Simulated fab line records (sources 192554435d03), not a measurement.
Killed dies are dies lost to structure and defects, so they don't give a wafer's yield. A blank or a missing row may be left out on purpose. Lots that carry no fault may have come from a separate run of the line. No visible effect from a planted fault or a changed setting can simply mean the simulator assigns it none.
Matching of chambers || flow n5-finfet || N5_PASSIVATION_PECVD_35 on pecvd-01: 3 sister chambers
The step deposits SiNx from SiH4/NH3/N2, target thk 700 nm, time 151.3 s. 6 wafers are shown with their chamber, then 7 later ones without.

## WAFERS, EACH WITH ITS CHAMBER
{"wafer": "L191.6", "chamber": 2, "throttle-valve-pct (%)": 27.3, "heater-power-w (W)": 355}
{"wafer": "L195.1", "chamber": 0, "throttle-valve-pct (%)": 28.5, "heater-power-w (W)": 353}
{"wafer": "L195.3", "chamber": 2, "throttle-valve-pct (%)": 27.1, "heater-power-w (W)": 416}
{"wafer": "L195.6", "chamber": 0, "throttle-valve-pct (%)": 28.8, "heater-power-w (W)": 372}
{"wafer": "L204.2", "chamber": 1, "throttle-valve-pct (%)": 30.8, "heater-power-w (W)": 487}
{"wafer": "L204.4", "chamber": 1, "throttle-valve-pct (%)": 30.8, "heater-power-w (W)": 526}

## WAFERS WITH NO CHAMBER GIVEN
{"wafer": "L204.6", "throttle-valve-pct (%)": 27.5, "heater-power-w (W)": 410}
{"wafer": "L208.3", "throttle-valve-pct (%)": 27.4, "heater-power-w (W)": 283}
{"wafer": "L208.4", "throttle-valve-pct (%)": 27.4, "heater-power-w (W)": 335}
{"wafer": "L208.5", "throttle-valve-pct (%)": 30.7, "heater-power-w (W)": 401}
{"wafer": "L211.2", "throttle-valve-pct (%)": 30.8, "heater-power-w (W)": 564}
{"wafer": "L211.3", "throttle-valve-pct (%)": 28.6, "heater-power-w (W)": 332}
{"wafer": "L211.5", "throttle-valve-pct (%)": 27.3, "heater-power-w (W)": 433}

## EACH ONE'S CHAMBER
{"wafer": "L204.6", "from the rows above": 2, "in truth": 2}
{"wafer": "L208.3", "from the rows above": 2, "in truth": 2}
{"wafer": "L208.4", "from the rows above": 2, "in truth": 2}
{"wafer": "L208.5", "from the rows above": 1, "in truth": 1}
{"wafer": "L211.2", "from the rows above": 1, "in truth": 1}
{"wafer": "L211.3", "from the rows above": 0, "in truth": 0}
{"wafer": "L211.5", "from the rows above": 2, "in truth": 2}
Correctly placed: 7 of 7. Number that these rows cannot place: 0. Number placed wrongly: 0.
How it was worked out, from the rows above alone: a wafer's distance from a chamber is the root of the sum, over the readings, of the square of ((its reading less the chamber's mean) divided by the reading's scatter). If the next closest chamber is less than 2 further off than the closest, the wafer can't be placed; otherwise it belongs to the closest. For every chamber, the mean is computed from those of its wafers that are shown. How the scatter is found: for the shown wafers, subtract from each reading the mean of its chamber, square and add these, divide the total by (wafers less chambers), then take the root.
